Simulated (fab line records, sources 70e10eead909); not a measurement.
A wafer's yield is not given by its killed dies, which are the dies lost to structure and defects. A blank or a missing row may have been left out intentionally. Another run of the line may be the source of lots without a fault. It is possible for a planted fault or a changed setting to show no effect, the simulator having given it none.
Comparing a struck lot with a sound one :: flow nandHarc :: 14 steps out of a route of 1302
Sound: the wafers L701.1, L701.4, L701.6. The struck wafers were L703.2, L703.4, L703.6. Last of all comes the cause.
For every step that has rows: the tool of each side, followed by ch and its chambers, followed by its first start. Under that, the readings that differ: sound wafers :: struck wafers :: difference of the means :: sigmas: that difference in standard deviations of wafers without a fault.
alike: a reading whose means differ by less than 2 such deviations, as well as words and numbers matching on both sides. not compared: withheld readings; readings where some wafer has no value; bounds like >300 that might hide an equal value; numbers whose values overlap and for which the record gives no deviation.
Wherever a step has rows on one side only, a row that says differs or no value, or a row with sigmas, the two part there. Numbers that don't overlap but have no deviation are shown without sigmas and don't part them. A reading missing from all wafers of one side parts the sides only when that side holds two or more wafers.

NHARC_P_STI_INSPECT_11:
  struck on defectInspect-01, day 5 16:43; sound on defectInspect-02, day 4 22:22
  alike: rawDefectCount
then, 1 step without rows for these wafers: NHARC_P_STI_HARDBAKE_13 (time 65 s).
NHARC_P_STI_DESCUM_14: chemistry O2, time 3 s.
  sound on rieDiel-10 ch 0,1,2, day 4 22:31; struck on rieDiel-10 ch 1,2, day 5 16:51
  alike: drypumpMotorCurrentA, oesProductAu, rfVppV, showerheadPlenumPTorr, throttleValvePct
  not compared: rfHoursCounterH
NHARC_P_STI_ETCH_42: etches the open film in N2/H2, target depth 80 nm, overetch 24 nm, time 61 s.
  sound on rieDiel-10 ch 2,3, day 4 22:35; struck on rieDiel-10 ch 1,2, day 5 16:56
  alike: drypumpMotorCurrentA, oesProductAu, rfVppV, showerheadPlenumPTorr, throttleValvePct
  not compared: rfHoursCounterH
NHARC_P_STI_ETCH_31: etches the open film in CF4/CHF3, target depth 108.9 nm, time 54.5 s.
  sound on rieDiel-10 ch 0,3; struck on rieDiel-10 ch 1,2,3
  alike: drypumpMotorCurrentA, oesProductAu, rfVppV, showerheadPlenumPTorr, throttleValvePct
  not compared: rfHoursCounterH
NHARC_P_STI_ETCH_15: etches the open film in HBr/Cl2, target depth 300 nm, time 100.1 s.
  sound on rieSi-04 ch 0,2,3, day 4 22:47; struck on rieSi-01 ch 2,3, day 5 17:12
  alike: drypumpMotorCurrentA, oesProductAu, throttleValvePct
  not compared: rfHoursCounterH
NHARC_P_STI_CD_MEAS_16:
  struck on cdSem-03, day 5 17:22; sound on cdSem-03, day 4 22:56
  alike: cdNm
NHARC_P_STI_OCD_MEAS_17:
  struck on ocd-01, day 5 17:26; sound on ocd-02, day 4 23:01
  alike: trenchDepthNm, trenchFootCdNm
then, 3 steps without rows for these wafers: NHARC_P_STI_STRIP_19 (strips in SPM, time 900 s); NHARC_P_STI_PRECLEAN_32 (cleans in SC1); NHARC_P_STI_SRD_23.
NHARC_P_STI_OCD_MEAS_43:
  struck on ocd-02, day 5 17:57; sound on ocd-01, day 4 23:32
  alike: trenchDepthNm, trenchFootCdNm
NHARC_P_STI_OXIDE_33: material SiO2, target thk 10 nm, ox time 281 s.
  sound on furnace-02 ch 0, day 5 02:43; struck on furnace-02, day 5 21:08
  no value came back on the struck wafers for oxTempC (C), oxTimeS (s), spikeTcBottomC (C); on the sound wafers oxTempC (C) reads 999.9 1000.4 1000.2
then, 1 step without rows for these wafers: NHARC_P_STI_HDPCVD_20 (deposits SiO2).

== WHERE THEY PART ==
Only at NHARC_P_STI_OXIDE_33, within this record.

WHY: what the simulator had put in
Entire step skipped (furnace-02, NHARC_P_STI_OXIDE_33), from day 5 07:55 onward. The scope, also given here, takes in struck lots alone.
